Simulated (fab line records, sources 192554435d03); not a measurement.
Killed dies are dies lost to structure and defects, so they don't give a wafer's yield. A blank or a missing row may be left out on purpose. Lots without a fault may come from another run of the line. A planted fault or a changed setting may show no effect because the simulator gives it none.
Split-lot experiment | flow n5_finfet | 7 lots, 39 wafers read, on a route of 1938 steps

THE SPLIT
At N5_PMOS_HMC_CHANNEL_EPI_EPI_20 (deposits SiGe30, target thk 59 nm), the setting temp_c was moved away from the recipe's 600 C on 12 of the 39 wafers read, by -0.7% to +0.7%. The other wafers ran this setting at the recipe's value.

The reading is taken at the split's own step.

THE READING
SiGe30_of_PMOS_HMC_CHANNEL_EPI_EPI_20.thk_nm (the simulator's own value, which no gauge read), in nm, at N5_PMOS_HMC_CHANNEL_EPI_EPI_20 (deposits SiGe30, target thk 59 nm). The file gives no usual value for it. The 27 wafers here that ran the recipe average 59.22 nm, standard deviation 0.65 nm.

wafer  | tool, chamber at the split | temp_c as run, C | against the recipe | SiGe30_of_PMOS_HMC_CHANNEL_EPI_EPI_20.thk_nm, nm | against lot-mates on the recipe
L079.1 | epi_rpcvd-04, 0            | 600              | recipe             | 59.77                                            | -
L079.2 | epi_rpcvd-04, 0            | 603.7            | +0.6%              | 63.66                                            | +4.23
L079.3 | epi_rpcvd-04, 0            | 600              | recipe             | 59.38                                            | -
L079.4 | epi_rpcvd-04, 0            | 600              | recipe             | 59.15                                            | -
L079.5 | epi_rpcvd-04, 0            | 603.7            | +0.6%              | 63.55                                            | +4.12
L079.6 | epi_rpcvd-04, 0            | 603.7            | +0.6%              | 64.39                                            | +4.96
L080.1 | epi_rpcvd-01, 0            | 600              | recipe             | 58.73                                            | -
L080.2 | epi_rpcvd-01, 0            | 600              | recipe             | 57.93                                            | -
L080.3 | epi_rpcvd-01, 0            | 600              | recipe             | 58.06                                            | -
L080.4 | epi_rpcvd-01, 0            | 600              | recipe             | 58.55                                            | -
L080.5 | epi_rpcvd-01, 0            | 600              | recipe             | 58.23                                            | -
L080.6 | epi_rpcvd-01, 0            | 600              | recipe             | 59.51                                            | -
L081.1 | epi_rpcvd-03, 0            | 600              | recipe             | 59.17                                            | -
L081.2 | epi_rpcvd-03, 0            | 600              | recipe             | 58.56                                            | -
L081.3 | epi_rpcvd-03, 0            | 600              | recipe             | 59.11                                            | -
L081.4 | epi_rpcvd-03, 0            | 600              | recipe             | 58.47                                            | -
L081.5 | epi_rpcvd-03, 0            | 600              | recipe             | 58.6                                             | -
L081.6 | epi_rpcvd-03, 0            | 600              | recipe             | 59.98                                            | -
L085.1 | epi_rpcvd-03, 0            | 600              | recipe             | 59.49                                            | -
L085.2 | epi_rpcvd-03, 0            | 600              | recipe             | 59.73                                            | -
L085.3 | epi_rpcvd-03, 0            | 600              | recipe             | 59.32                                            | -
L085.4 | epi_rpcvd-03, 0            | 597.3            | -0.5%              | 56.74                                            | -2.77
L085.5 | epi_rpcvd-03, 0            | 597.3            | -0.5%              | 56.28                                            | -3.23
L085.6 | epi_rpcvd-03, 0            | 597.3            | -0.5%              | 56.31                                            | -3.20
L087.1 | epi_rpcvd-04, 0            | 600              | recipe             | 59.94                                            | -
L087.2 | epi_rpcvd-04, 0            | 604.3            | +0.7%              | 65.16                                            | +5.24
L087.3 | epi_rpcvd-04, 0            | 604.3            | +0.7%              | 64.48                                            | +4.56
L087.4 | epi_rpcvd-04, 0            | 600              | recipe             | 59.86                                            | -
L087.5 | epi_rpcvd-04, 0            | 604.3            | +0.7%              | 64.67                                            | +4.75
L087.6 | epi_rpcvd-04, 0            | 600              | recipe             | 59.97                                            | -
L091.3 | epi_rpcvd-03, 0            | 600              | recipe             | 60.45                                            | -
L091.5 | epi_rpcvd-03, 0            | 600              | recipe             | 59.19                                            | -
L091.6 | epi_rpcvd-03, 0            | 600              | recipe             | 59.29                                            | -
L097.1 | epi_rpcvd-01, 0            | 600              | recipe             | 60.08                                            | -
L097.2 | epi_rpcvd-01, 0            | 595.9            | -0.7%              | 55.59                                            | -3.91
L097.3 | epi_rpcvd-01, 0            | 595.9            | -0.7%              | 55.57                                            | -3.93
L097.4 | epi_rpcvd-01, 0            | 600              | recipe             | 59.5                                             | -
L097.5 | epi_rpcvd-01, 0            | 595.9            | -0.7%              | 55.55                                            | -3.95
L097.6 | epi_rpcvd-01, 0            | 600              | recipe             | 58.93                                            | -

THE FIT
A straight line over all 39 wafers: SiGe30_of_PMOS_HMC_CHANNEL_EPI_EPI_20.thk_nm changes by +6.75 nm for each +1% of temp_c; r = +0.96; the points scatter about the line by 0.66 nm.
The same after taking each lot's own level away (the mean of its wafers on the recipe; 39 wafers): +6.56 nm for each +1%; r = +0.98; scatter 0.44 nm.
On that fit, the largest move of temp_c shifts the reading by 4.7 nm.
The lots' own levels span 58.502 to 59.923 nm, that is 2.2 times the standard deviation above.
So the lot-to-lot level changes the slope little: the two slopes agree.
Check: with one of the wafers moved furthest among these (+0.7%) left out of the fit, the line predicts +4.71 nm for it against its lot-mates. It came out at +5.24 nm against them.

OTHER SPLITS ON THESE WAFERS
These wafers also went through other splits before the reading. Each is held against what the fit with the lots' levels taken away leaves over:
other split on the same wafers | wafers away from the commonest value | r with SiGe30_of_PMOS_HMC_CHANNEL_EPI_EPI_20.thk_nm (lot level and that fit taken away)
N5_WELL_APT_EXPOSE_22 dose_mj  | 15                                   | -0.25

THE FILE'S OWN FIT
SiGe30_of_PMOS_HMC_CHANNEL_EPI_EPI_20.thk_nm changes by +6.58 nm for each +1% of temp_c, r = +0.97.
